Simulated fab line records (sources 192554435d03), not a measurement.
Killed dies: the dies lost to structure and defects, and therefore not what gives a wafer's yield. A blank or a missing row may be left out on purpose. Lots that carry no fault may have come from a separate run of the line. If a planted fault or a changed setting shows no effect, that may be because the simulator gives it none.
fab line records	flow n5-finfet
record: lots: 10	wafers: 30	last-day: 18
route steps=1938 shown BEOL_M6@1207 PASSIVATION@1936
lots that met no fault: from a run of the same line without faults
start-h: the number of hours between the record's first day and the start of the first shown wafer of the lot	wait-h: time in hours since the lot's previous step	" as in the row above	L1.1+2: a single row standing in for several wafers	- value missing, or start not given	* or withheld: withheld	< > ~ a bound
route shown NAME@n: NAME is a module with steps in the file, n the number in the route of the first one	usual: mean/standard deviation of fault-free wafers	same: alike in all rows	chamber/n: place in a boat	sites: the reading at each site	_std_site: the standard deviation of these	_edge_site: the outer-site mean with the inner-site mean subtracted	radius-mm: for every site, how far away it sits from the centre of the wafer	mask NAME#n: copy n	behind: the most recent tool/chamber to have shaped the wafer	hold: cause of the lot's hold/its duration in hours/its outcome	device: transistor that didn't switch, given as n, p or np	end of line: the route-end tests of the same wafers	where a step has no rows: the recipe by itself	killed: count of dies lost to structure and defects at first sort (not the wafer's yield)	map: dies across one wafer; x = killed, . = not, _ = none there
set.NAME: the setting that was run; set.NAME@STEP: the one run at that earlier step	model.NAME: the simulator's own value behind a step, which no gauge read
route steps across a sampled set of lots; one table per step, one row per wafer
services: the hour from which a tool's chamber was out of use, counted from the record's first day as start-h (under 0 if before that day), plus the number of hours and why
== steps ==
step: N5_BEOL_M6_CD_MEAS_11
recipe: target-cd-nm: 38.5	landing-energy-ev: 500	detector: se-inlens	polarity: opening
usual: cd-nm: 38.5/0.35
lot.wafer	tool	chamber	start-h	wait-h	cd-nm
L679.2	cd-sem-01	0	185.75	-	38.1
L679.3	"	0	"	"	38.5
L679.4	"	0	"	"	38.6
L680.1	cd-sem-02	0	186.41	-	38.4
L680.2	"	0	"	"	38.4
L680.3	"	0	"	"	39.0
L681.1	cd-sem-03	0	191.21	-	37.9
L681.2	"	0	"	"	37.7
L681.5	"	0	"	"	38.2
L691.2	cd-sem-01	0	254.85	-	39.3
L691.3	"	0	"	"	38.2
L691.6	"	0	"	"	39.0
L697.1	cd-sem-01	0	277.87	-	38.4
L697.2	"	0	"	"	38.9
L697.3	"	0	"	"	38.6
L694.2	cd-sem-01	0	279.68	-	38.0
L694.3	"	0	"	"	38.0
L694.6	"	0	"	"	39.1
L696.1	cd-sem-01	0	280.55	-	38.4
L696.4	"	0	"	"	38.6
L696.5	"	0	"	"	39.0
L698.3	cd-sem-03	0	299.71	-	38.5
L698.5	"	0	"	"	38.5
L698.6	"	0	"	"	38.0
L701.1	cd-sem-02	0	316.78	-	38.5
L701.2	"	0	"	"	38.3
L701.4	"	0	"	"	38.1
L700.2	cd-sem-01	0	325.35	-	38.6
L700.4	"	0	"	"	38.4
L700.6	"	0	"	"	38.5
step: N5_BEOL_M6_OVL_MEAS_12
recipe: points-per-wafer: 44
usual: M6_OVL: 0.4/0.77
lot.wafer	tool	chamber	start-h	wait-h	M6_OVL[nm]
L679.2	overlay-01	0	185.78	0.0	-1.0
L679.3	"	0	"	"	-0.6
L679.4	"	0	"	"	-1.3
L680.1	overlay-01	0	186.44	0.0	-0.7
L680.2	"	0	"	"	0.4
L680.3	"	0	"	"	-0.4
L681.1	overlay-02	0	191.25	0.0	-0.5
L681.2	"	0	"	"	-0.6
L681.5	"	0	"	"	-0.5
L691.2	overlay-02	0	254.87	0.0	0.9
L691.3	"	0	"	"	0.6
L691.6	"	0	"	"	1.1
L697.1	overlay-01	0	277.90	0.0	1.0
L697.2	"	0	"	"	0.5
L697.3	"	0	"	"	0.5
L694.2	overlay-02	0	279.71	0.0	-0.3
L694.3	"	0	"	"	0.2
L694.6	"	0	"	"	-0.1
L696.1	overlay-02	0	280.58	0.0	0.3
L696.4	"	0	"	"	1.2
L696.5	"	0	"	"	-0.6
L698.3	overlay-02	0	299.73	0.0	-0.1
L698.5	"	0	"	"	0.1
L698.6	"	0	"	"	0.1
L701.1	overlay-01	0	316.81	0.0	0.7
L701.2	"	0	"	"	1.6
L701.4	"	0	"	"	-0.1
L700.2	overlay-02	0	325.38	0.0	0.3
L700.4	"	0	"	"	-0.3
L700.6	"	0	"	"	0.7
step: N5_BEOL_M6_ETCH_61
recipe: chemistry: CF4	target: SiARC	target-depth-a: 455	mask-material: CAR-ArF	time-s: 75.8	ion-energy-ev: 80	pressure-mtorr: 40	source-w: 545	bias-w: 36	Ar_flow_sccm: 100	cf4-flow-sccm: 100	ends: cleared
usual: drypump-motor-current-A: 5.5/0.36	etch-rf-on-time-s: 75.6/1.1	oes-product-au: 0.69/0.066	rf-vpp-V: 184.1/1	showerhead-plenum-p-Torr: 2.15/0.064	throttle-valve-pct: 15.60/0.28
lot.wafer	tool	chamber	start-h	wait-h	drypump-motor-current-A	etch-rf-on-time-s	oes-product-au	rf-hours-counter-h	rf-vpp-V	showerhead-plenum-p-Torr	throttle-valve-pct
L679.2	rie-diel-06	1	186.21	0.0	5.3	74.7	0.65	136	183.1	2.06	15.89
L679.3	"	0	"	"	5.5	77.3	0.61	196	184.8	2.13	15.56
L679.4	"	3	"	"	6.5	77.4	0.60	210	184.0	2.21	15.79
L680.1	rie-diel-04	3	186.68	0.0	5.5	74.1	0.76	37	184.3	2.18	15.12
L680.2	"	0	"	"	5.4	74.6	0.70	65	184.4	2.25	15.78
L680.3	"	1	"	"	5.7	74.1	0.83	6	185.0	2.19	15.37
L681.1	rie-diel-04	2	191.47	0.0	5.7	75.6	0.73	51	185.5	2.17	15.11
L681.2	"	0	"	"	5.4	74.7	0.70	66	187.6	2.25	15.79
L681.5	"	2	"	"	5.7	75.9	0.73	-	184.4	2.17	15.11
L691.2	rie-diel-04	1	254.97	0.0	5.7	74.8	0.77	30	184.4	2.19	15.42
L691.3	"	2	"	"	5.6	75.0	0.71	74	184.7	2.17	15.19
L691.6	"	1	"	"	5.7	74.7	0.77	-	184.0	2.19	15.43
L697.1	rie-diel-03	3	277.99	0.0	5.6	76.1	0.77	35	183.8	2.18	15.77
L697.2	"	1	"	"	5.6	76.2	0.77	17	183.3	2.10	15.27
L697.3	"	0	"	"	5.1	76.6	0.70	79	183.6	2.08	15.67
L694.2	rie-diel-03	0	280.11	0.0	5.1	76.9	0.70	81	183.8	2.08	15.67
L694.3	"	1	"	"	5.6	76.7	0.76	19	183.4	2.10	15.27
L694.6	"	3	"	"	5.7	75.9	0.77	-	183.9	2.18	15.76
L696.1	rie-diel-06	1	280.67	0.0	5.3	75.5	0.63	170	182.0	2.05	15.97
L696.4	"	2	"	"	5.0	77.1	0.67	124	184.0	2.08	15.85
L696.5	"	1	"	"	5.3	75.7	0.63	-	184.6	2.05	15.96
L698.3	rie-diel-06	3	299.93	0.0	6.5	77.1	0.58	249	184.4	2.19	15.88
L698.5	"	2	"	"	5.0	76.7	0.66	-	183.2	2.07	15.88
L698.6	"	1	"	"	5.3	75.4	0.62	-	182.3	2.05	15.98
L701.1	rie-diel-06	0	316.91	0.0	5.5	75.8	0.60	234	183.6	2.12	15.64
L701.2	"	2	"	"	5.0	75.8	0.66	140	183.2	2.07	15.88
L701.4	"	2	"	"	5.0	76.0	0.65	-	181.8	2.07	15.89
L700.2	rie-diel-06	1	325.68	0.0	5.3	75.2	0.61	189	182.2	2.04	16.00
L700.4	"	0	"	"	5.5	77.0	0.59	-	183.4	2.12	15.64
L700.6	"	2	"	"	5.0	76.2	0.65	-	184.4	2.07	15.90
step: N5_BEOL_M6_STRIP_67
recipe: chemistry: CF4	resist: SiARC	power-w: 300	bias-power-w: 75	pressure-mtorr: 50	cf4-flow-sccm: 150	rf-frequency-hz: 6e+07
usual: drypump-motor-current-A: 5.5/0.37	oes-product-au: 0.81/0.074	rf-vpp-V: 271.1/1.6	showerhead-plenum-p-Torr: 1.80/0.053	throttle-valve-pct: 13.56/0.28
lot.wafer	tool	chamber	start-h	wait-h	drypump-motor-current-A	oes-product-au	rf-hours-counter-h	rf-vpp-V	showerhead-plenum-p-Torr	throttle-valve-pct
L679.2	rie-diel-06	1	186.41	0.0	5.3	0.76	136	270.2	1.73	13.86
L679.3	"	0	"	"	5.4	0.72	196	272.5	1.79	13.56
L679.4	"	3	"	"	6.5	0.71	210	271.2	1.85	13.78
L680.1	rie-diel-04	3	186.88	0.0	5.5	0.89	37	271.9	1.83	13.09
L680.2	"	0	"	"	5.4	0.81	65	273.6	1.88	13.72
L680.3	"	1	"	"	5.7	0.94	6	273.1	1.83	13.29
L681.1	rie-diel-04	2	191.67	0.0	5.7	0.85	51	271.4	1.82	13.09
L681.2	"	0	"	"	5.4	0.82	67	273.6	1.88	13.73
L681.5	"	2	"	"	5.7	0.84	-	271.0	1.82	13.06
L691.2	rie-diel-04	1	255.17	0.0	5.7	0.89	30	271.6	1.83	13.33
L691.3	"	2	"	"	5.7	0.82	74	270.5	1.81	13.15
L691.6	"	1	"	"	5.8	0.89	-	271.8	1.83	13.35
L697.1	rie-diel-03	3	278.19	0.0	5.7	0.89	35	271.4	1.83	13.69
L697.2	"	1	"	"	5.5	0.90	17	270.4	1.76	13.20
L697.3	"	0	"	"	5.0	0.83	79	268.7	1.75	13.61
L694.2	rie-diel-03	0	280.31	0.0	5.1	0.82	81	269.0	1.75	13.63
L694.3	"	1	"	"	5.6	0.90	19	271.0	1.76	13.23
L694.6	"	3	"	"	5.7	0.90	-	271.9	1.83	13.71
L696.1	rie-diel-06	1	280.88	0.0	5.3	0.72	170	268.7	1.72	13.93
L696.4	"	2	"	"	5.0	0.78	124	269.4	1.74	13.79
L696.5	"	1	"	"	5.3	0.73	-	270.4	1.72	13.93
L698.3	rie-diel-06	3	300.13	0.0	6.5	0.69	249	272.1	1.84	13.89
L698.5	"	2	"	"	5.0	0.78	-	270.6	1.74	13.81
L698.6	"	1	"	"	5.3	0.72	-	269.5	1.72	13.95
L701.1	rie-diel-06	0	317.11	0.0	5.5	0.71	234	271.0	1.78	13.65
L701.2	"	2	"	"	5.0	0.77	140	266.6	1.73	13.83
L701.4	"	2	"	"	5.0	0.77	-	268.8	1.73	13.85
L700.2	rie-diel-06	1	325.88	0.0	5.3	0.72	190	269.3	1.71	13.98
L700.4	"	0	"	"	5.4	0.70	-	270.5	1.78	13.66
L700.6	"	2	"	"	4.9	0.76	-	269.8	1.73	13.84
step: N5_BEOL_M6_INSPECT_30
recipe: mode: adi	inspect-instrument: brightfield
usual: raw-defect-count: 417/95
lot.wafer	tool	chamber	start-h	wait-h	raw-defect-count
L679.2	defect-inspect-01	-	187.14	0.0	285
L679.3	"	-	"	"	297
L679.4	"	-	"	"	365
L680.1	defect-inspect-02	-	187.85	0.1	451
L680.2	"	-	"	"	384
L680.3	"	-	"	"	295
L681.1	defect-inspect-02	-	192.29	0.1	401
L681.2	"	-	"	"	229
L681.5	"	-	"	"	351
L691.2	defect-inspect-01	-	256.53	0.0	708
L691.3	"	-	"	"	453
L691.6	"	-	"	"	778
L697.1	defect-inspect-02	-	279.03	0.1	459
L697.2	"	-	"	"	485
L697.3	"	-	"	"	436
L694.2	defect-inspect-02	-	281.99	0.0	396
L694.3	"	-	"	"	399
L694.6	"	-	"	"	436
L696.1	defect-inspect-02	-	282.16	0.1	302
L696.4	"	-	"	"	469
L696.5	"	-	"	"	384
L698.3	defect-inspect-02	-	301.76	0.0	356
L698.5	"	-	"	"	393
L698.6	"	-	"	"	381
L701.1	defect-inspect-02	-	321.90	0.1	671
L701.2	"	-	"	"	546
L701.4	"	-	"	"	323
L700.2	defect-inspect-01	-	331.10	0.0	354
L700.4	"	-	"	"	325
L700.6	"	-	"	"	349
step: N5_PASSIVATION_PROBE_49
usual: defect-limited-yield: 91.4/1.6	killed_at_M0_to_M3: 34/12	killed_at_M4_up: 13/5.2	killed-at-contacts: 11/5.5	killed-at-front-end: 40/13	killed-at-other: 3.4/2.7	killed-dies: 102/19	killed-on-rim: 13/4.3	killed-open: 66/15	killed-short: 33/7.9	sort_bin_5_function: 5.1/1.1	sort_bin_6_memory: 3.2/0.7	sort-n-pass: 1078/19	sort-yield-pct: 91.4/1.6
same: gross-dies: 1180	killed-at-back-side: 0	sort_bin_4_leakage[%]: 0	sort_bin_8_speed[%]: 0
lot.wafer	tool	chamber	start-h	wait-h	defect-limited-yield[%]	killed_at_M0_to_M3	killed_at_M4_up	killed-at-contacts	killed-at-front-end	killed-at-other	killed-dies	killed-on-rim	killed-open	killed-short	sort_bin_5_function[%]	sort_bin_6_memory[%]	sort-n-pass	sort-yield-pct[%]
L691.2	prober-01	-	357.12	0.1	86.7	15	64	7	62	9	157	29	77	30	7.8	4.2	1023	86.7
L691.3	prober-01	-	357.17	0.1	89.7	33	15	5	66	3	122	14	84	37	5.7	4.5	1058	89.7
L691.6	prober-01	-	357.32	0.3	87.3	13	64	2	67	4	150	34	68	32	8.1	3.9	1030	87.3
L694.2	prober-01	-	381.06	0.1	91.5	39	8	3	50	0	100	11	60	39	4.7	3.6	1080	91.5
L694.3	prober-01	-	381.11	0.1	86.8	72	7	21	54	2	156	17	113	42	7.9	4.8	1024	86.8
L694.6	prober-01	-	381.26	0.3	90.1	44	12	4	54	3	117	15	73	42	5.9	3.5	1063	90.1
killed by level:class
L691.2 BEOL_M6:unspecified=48 STI_FIN_REVEAL:geometric-particle:open=12 FIN_SAQP:geometric-particle:open=8 FIN_SAQP:geometric-particle:short=7 BEOL_M1:geometric-particle:open=7 DUMMY_GATE:geometric-particle:open=6 MOL_CONTACT_COAG:geometric-particle:open=6 STI_FIN_REVEAL:geometric-particle:short=5
L691.3 FIN_SAQP:geometric-particle:open=19 FIN_SAQP:geometric-particle:short=13 STI_FIN_REVEAL:geometric-particle:open=13 BEOL_M0_SAQP:geometric-particle:short=7 BEOL_M0_SAQP:geometric-particle:open=6 BEOL_M0:geometric-particle:open=6 BEOL_M4:geometric-particle:open=5 STARTING-WAFER:geometric-particle:open=5
L691.6 BEOL_M6:unspecified=48 STI_FIN_REVEAL:geometric-particle:open=24 FIN_SAQP:geometric-particle:open=12 FIN_SAQP:geometric-particle:short=6 STI_FIN_REVEAL:geometric-particle:short=4 SPACER0:geometric-particle:short=4 BEOL_M4:geometric-particle:open=4 STARTING-WAFER:geometric-particle:open=4
L694.2 FIN_SAQP:geometric-particle:open=15 FIN_SAQP:geometric-particle:short=10 BEOL_M2:geometric-particle:open=9 BEOL_M0_SAQP:geometric-particle:open=7 BEOL_M3:geometric-particle:open=7 GATE_CUT:geometric-particle:short=5 BEOL_M0_SAQP:geometric-particle:short=5 STARTING-WAFER:geometric-particle:short=5
L694.3 BEOL_M1:geometric-particle:open=19 BEOL_M0_SAQP:geometric-particle:open=17 BEOL_M3:geometric-particle:open=15 FIN_SAQP:geometric-particle:open=14 MOL_CONTACT_COAG:geometric-particle:open=13 STI_FIN_REVEAL:geometric-particle:open=10 MOL_CONTACT_COAG:geometric-particle:short=8 BEOL_M0_SAQP:geometric-particle:short=8
L694.6 FIN_SAQP:geometric-particle:open=18 BEOL_M0_SAQP:geometric-particle:short=14 BEOL_M0_SAQP:geometric-particle:open=10 FIN_SAQP:geometric-particle:short=9 STI_FIN_REVEAL:geometric-particle:open=8 DUMMY_GATE:geometric-particle:open=8 BEOL_M1:geometric-particle:open=7 BEOL_M4:geometric-particle:open=5
== services ==
tool	chamber	start-h	hours	kind
rie-diel-03	1	211.40	-	clean
rie-diel-03	1	211.40	-	consumable-replace:focus-ring
rie-diel-03	1	211.40	17.4	scheduled-down
rie-diel-03	1	211.40	17.4	vent-cycle
rie-diel-06	3	226.21	11.0	repair
rie-diel-03	2	276.78	12.1	repair
rie-diel-06	3	311.90	-	clean
rie-diel-06	3	311.90	-	consumable-replace:focus-ring
rie-diel-06	3	311.90	18.8	scheduled-down
rie-diel-06	3	311.90	18.8	vent-cycle
== key ==
first-sign: step: N5_BEOL_M6_INSPECT_30	reading: raw-defect-count	direction: up	sigmas: 3.4	usual: 417	struck: 743
effect: step: N5_PASSIVATION_PROBE_49	reading: killed_at_M4_up	direction: up	sigmas: 9.7	usual: 13	struck: 64
more-kills-born-at: N5_BEOL_M6_ETCH_61@rie-diel-04: 96
met-at N5_BEOL_M6_ETCH_61
struck-lots L691
struck-wafers L691.2,L691.6
not-acting-at N5_BEOL_M6_CD_MEAS_11,N5_BEOL_M6_OVL_MEAS_12,N5_BEOL_M6_STRIP_67
onset-between 186.68 254.97
fault: kind: chamber-particle-source	tool: rie-diel-04	chamber: 1	onset-h: 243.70	steps: N5_BEOL_M6_ETCH_61	rate-per-visit-cm2: 0.46532	end-h: 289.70
